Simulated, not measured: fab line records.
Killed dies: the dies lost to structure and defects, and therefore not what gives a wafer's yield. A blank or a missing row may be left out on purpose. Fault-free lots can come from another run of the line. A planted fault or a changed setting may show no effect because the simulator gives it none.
Check for tools in common    flow nand_harc    Sample size 12 lots and 36 wafers

== WHY IT WAS OPENED ==
On 2 of the 12 lots, a flag is raised at NHARC_P_M2_CD_MEAS_09 on the reading cd_nm. Wafers without a fault read 170.0 nm, standard deviation 0.44.
Rule: a lot gets a flag if all its wafers with a number sit over 4 standard deviations from that mean, or if no wafer of it has a number. The rest of the lots are taken to be sound.

lot   measured      on         cd_nm (nm), wafer by wafer  flag
L976  day 6 07:55   cd_sem-03  169.6 169.5 170.6           
L979  day 7 23:02   cd_sem-02  170.0 170.9 171.3           
L981  day 8 13:54   cd_sem-02  169.3 169.5 170.0           
L983  day 9 04:37   cd_sem-01  170.1 169.8 170.3           
L984  day 9 21:41   cd_sem-03  169.1 169.4 169.8           
L986  day 10 08:11  cd_sem-01  170.2 169.6 169.2           
L987  day 10 20:49  cd_sem-01  170.0 170.8 170.5           
L992  day 13 04:35  cd_sem-02  170.1 169.8 170.0           
L993  day 13 13:16  cd_sem-02  177.4 176.8 177.0           FLAGGED
L995  day 14 07:50  cd_sem-03  177.2 177.0 177.3           FLAGGED
L998  day 15 09:53  cd_sem-01  170.2 170.3 169.8           
L999  day 15 23:50  cd_sem-03  169.8 169.8 169.5           
Average over the flagged lots: 177.1 nm; offset from the usual +7.1 nm, equal to +16 standard deviations.

== WHICH TOOL RAN EACH LOT ==
Before the reading, the record contains 4 process steps out of a 1302-step route. Every cell lists first the tool, next ch and the chambers used by the sampled wafers, and last the start.
lot   flag     NHARC_P_M1_DEGAS_29           NHARC_P_M1_PVD_21                        NHARC_P_M1_PRE_CLEAN_32          NHARC_P_M2_PEB_07
L976           pvd_sputter-03, day 6 04:58   pvd_sputter-03, day 6 06:37 or earlier   pecvd-03 ch 1,2, day 6 06:37     litho_track-04 ch 0, day 6 07:50
L979           pvd_sputter-03, day 7 19:39   pvd_sputter-03, day 7 21:50 or earlier   pecvd-03 ch 1,2, day 7 21:50     litho_track-01 ch 0, day 7 22:57
L981           pvd_sputter-02, day 8 10:56   pvd_sputter-02, day 8 12:34 or earlier   pecvd-03 ch 0,2, day 8 12:34     litho_track-04 ch 0, day 8 13:49
L983           pvd_sputter-02, day 9 01:25   pvd_sputter-02, day 9 03:03 or earlier   pecvd-03 ch 0, day 9 03:03       litho_track-06 ch 0, day 9 04:32
L984           pvd_sputter-01, day 9 18:44   pvd_sputter-01, day 9 20:22 or earlier   pecvd-01 ch 0,2, day 9 20:22     litho_track-04 ch 0, day 9 21:36
L986           pvd_sputter-03, day 10 05:22  pvd_sputter-03, day 10 07:02 or earlier  pecvd-03 ch 0,1, day 10 07:02    litho_track-04 ch 0, day 10 08:07
L987           pvd_sputter-02, day 10 17:51  pvd_sputter-02, day 10 19:30 or earlier  pecvd-03 ch 0,1,2, day 10 19:30  litho_track-01 ch 0, day 10 20:44
L992           pvd_sputter-03, day 13 01:23  pvd_sputter-03, day 13 03:15 or earlier  pecvd-02 ch 0,1,2, day 13 03:15  litho_track-06 ch 0, day 13 04:30
L993  FLAGGED  pvd_sputter-01, day 13 10:19  pvd_sputter-01, day 13 11:56 or earlier  pecvd-02 ch 0,1,2, day 13 11:56  litho_track-06 ch 0, day 13 13:11
L995  FLAGGED  pvd_sputter-02, day 14 04:59  pvd_sputter-02, day 14 06:39 or earlier  pecvd-02 ch 0,2, day 14 06:39    litho_track-06 ch 0, day 14 07:45
L998           pvd_sputter-03, day 15 07:04  pvd_sputter-03, day 15 08:41 or earlier  pecvd-01 ch 0,2, day 15 08:41    litho_track-01 ch 0, day 15 09:48
L999           pvd_sputter-02, day 15 20:53  pvd_sputter-02, day 15 22:32 or earlier  pecvd-02 ch 0,1,2, day 15 22:32  litho_track-04 ch 0, day 15 23:45
These steps, and what they do:
- NHARC_P_M1_DEGAS_29: time 60 s.
- NHARC_P_M1_PVD_21: deposits Cu, target thk 30 nm, time 20.49 s.
- NHARC_P_M1_PRE_CLEAN_32: time 12 s.
- NHARC_P_M2_PEB_07: peb time 65 s.
- NHARC_P_M2_CD_MEAS_09: target cd 170 nm.

== FLAGGED OVER TOTAL, TOOL BY TOOL (the gauges that took the reading come last) ==
step                     tool            lots run  flagged  share of the flagged lots  sound lots run after its first flagged lot
NHARC_P_M1_DEGAS_29      pvd_sputter-01  2         1        some                       0
NHARC_P_M1_DEGAS_29      pvd_sputter-02  5         1        some                       1 (L999)
NHARC_P_M1_DEGAS_29      pvd_sputter-03  5         0        none                       -
NHARC_P_M1_PVD_21        pvd_sputter-01  2         1        some                       0
NHARC_P_M1_PVD_21        pvd_sputter-02  5         1        some                       1 (L999)
NHARC_P_M1_PVD_21        pvd_sputter-03  5         0        none                       -
NHARC_P_M1_PRE_CLEAN_32  pecvd-01        2         0        none                       -
NHARC_P_M1_PRE_CLEAN_32  pecvd-02        4         2        all                        1 (L999)
NHARC_P_M1_PRE_CLEAN_32  pecvd-03        6         0        none                       -
NHARC_P_M2_PEB_07        litho_track-01  3         0        none                       -
NHARC_P_M2_PEB_07        litho_track-04  5         0        none                       -
NHARC_P_M2_PEB_07        litho_track-06  4         2        all                        0
NHARC_P_M2_CD_MEAS_09    cd_sem-01       4         0        none                       -
NHARC_P_M2_CD_MEAS_09    cd_sem-02       4         1        some                       0
NHARC_P_M2_CD_MEAS_09    cd_sem-03       4         1        some                       1 (L999)
NHARC_P_M1_PVD_21 gives no start for some lots, so the hours and the order of its lots are those of NHARC_P_M1_PRE_CLEAN_32.

== THE TABLE: WHAT IT ALLOWS ==
Every flagged lot went through 2 rows of the table: pecvd-02 at NHARC_P_M1_PRE_CLEAN_32 and litho_track-06 at NHARC_P_M2_PEB_07.
- pecvd-02 at NHARC_P_M1_PRE_CLEAN_32 ran 4 lots, 2 of them flagged. After the first flagged lot (L999), sound lots still ran on it; a lasting fault on the whole tool would not permit that.
- litho_track-06 at NHARC_P_M2_PEB_07 ran 4 lots, 2 of them flagged. A fault beginning between L992 (day 13 04:30), its last sound lot, and L993 (day 13 13:11), its first flagged one, fits the data. Its own readings lie more than 4 standard deviations out on every wafer of the flagged lots: heater_power_total_W, plate_temp_C.
Just one tool remains: litho_track-06 at NHARC_P_M2_PEB_07.

== WHAT WAS PUT IN BY THE SIMULATOR ==
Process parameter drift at NHARC_P_M2_PEB_07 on litho_track-06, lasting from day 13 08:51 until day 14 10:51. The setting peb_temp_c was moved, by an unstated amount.
Shown lots that were struck: L993, L995. This agrees with what the rule above found.
